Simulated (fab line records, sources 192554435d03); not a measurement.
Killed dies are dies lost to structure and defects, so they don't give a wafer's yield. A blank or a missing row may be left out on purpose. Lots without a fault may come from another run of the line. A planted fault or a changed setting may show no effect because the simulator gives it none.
Chamber matching | flow n5_finfet | N5_BEOL_M0_CMP_120 on cmp-04: 4 sister chambers
The step polishes, stops on SiOC, t overpolish 6.9 s. 4 wafers are shown with their chamber, then 12 later ones without.

WAFERS WITH THEIR CHAMBER
wafer  | chamber | motor_current_A (A)
L085.4 | 1       | 5.2
L088.5 | 0       | 5.3
L089.5 | 2       | 5.5
L089.6 | 3       | 4.9

WAFERS WITHOUT THEIR CHAMBER
wafer  | motor_current_A (A)
L091.1 | 5.4
L091.2 | 4.9
L091.4 | 4.9
L092.1 | 5.3
L092.2 | 5.4
L092.6 | 4.8
L093.1 | 4.9
L093.3 | 5.5
L093.6 | 4.8
L097.2 | 5.1
L097.5 | 4.9
L097.6 | 5.4

WHICH CHAMBER EACH WENT THROUGH
wafer  | from the rows above          | in truth
L091.1 | can't be placed: 2 or 0 or 1 | 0
L091.2 | 3                            | 3
L091.4 | 3                            | 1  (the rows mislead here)
L092.1 | can't be placed: 0 or 1      | 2
L092.2 | can't be placed: 2 or 0 or 1 | 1
L092.6 | 3                            | 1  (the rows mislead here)
L093.1 | 3                            | 3
L093.3 | 2                            | 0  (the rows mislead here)
L093.6 | 3                            | 3
L097.2 | can't be placed: 1 or 3 or 0 | 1
L097.5 | 3                            | 3
L097.6 | can't be placed: 2 or 0 or 1 | 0
Placed correctly: 4 of 12. Can't be placed from these rows: 5 (the true chamber is among the candidates in 4). Placed wrongly: 3.
How it was worked out, from the rows above alone: a wafer's distance from a chamber is the root of the sum, over the readings, of the square of ((its reading less the chamber's mean) divided by the reading's scatter). The wafer belongs to the nearest chamber; if the next one is less than 2 further off, it can't be placed. A chamber's mean is the mean of its shown wafers. The scatter: with one shown wafer a chamber, the root of the mean of the squares of how far each hidden wafer lies from its nearest shown one.
